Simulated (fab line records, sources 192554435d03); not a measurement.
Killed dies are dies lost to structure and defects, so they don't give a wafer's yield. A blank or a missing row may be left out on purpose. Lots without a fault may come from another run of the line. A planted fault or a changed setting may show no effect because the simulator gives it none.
Chamber matching | flow n5_finfet | N5_BEOL_M1_ETCH_70 on rie_diel-03: 4 sister chambers
The step etches SOC in N2/H2, target depth 80 nm, overetch 16 nm, time 120 s. 4 wafers are shown with their chamber, then 11 later ones without.

WAFERS WITH THEIR CHAMBER
wafer  | chamber | showerhead_plenum_p_Torr (Torr)
L083.6 | 0       | 2.65
L087.1 | 1       | 2.41
L087.2 | 3       | 2.47
L088.1 | 2       | 2.62

WAFERS WITHOUT THEIR CHAMBER
wafer  | showerhead_plenum_p_Torr (Torr)
L088.2 | 2.41
L088.3 | 2.64
L089.1 | 2.62
L089.3 | 2.47
L089.4 | 2.64
L091.3 | 2.62
L091.4 | 2.64
L091.6 | 2.62
L095.3 | 2.61
L095.5 | 2.40
L095.6 | 2.61

WHICH CHAMBER EACH WENT THROUGH
wafer  | from the rows above     | in truth
L088.2 | 1                       | 1
L088.3 | can't be placed: 0 or 2 | 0
L089.1 | 2                       | 2
L089.3 | 3                       | 3
L089.4 | can't be placed: 0 or 2 | 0
L091.3 | 2                       | 2
L091.4 | can't be placed: 0 or 2 | 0
L091.6 | 2                       | 2
L095.3 | 2                       | 2
L095.5 | 1                       | 1
L095.6 | 2                       | 2
Placed correctly: 8 of 11. Can't be placed from these rows: 3 (the true chamber is among the candidates in 3). Placed wrongly: 0.
How it was worked out, from the rows above alone: a wafer's distance from a chamber is the root of the sum, over the readings, of the square of ((its reading less the chamber's mean) divided by the reading's scatter). The wafer belongs to the nearest chamber; if the next one is less than 2 further off, it can't be placed. A chamber's mean is the mean of its shown wafers. The scatter: with one shown wafer a chamber, the root of the mean of the squares of how far each hidden wafer lies from its nearest shown one.
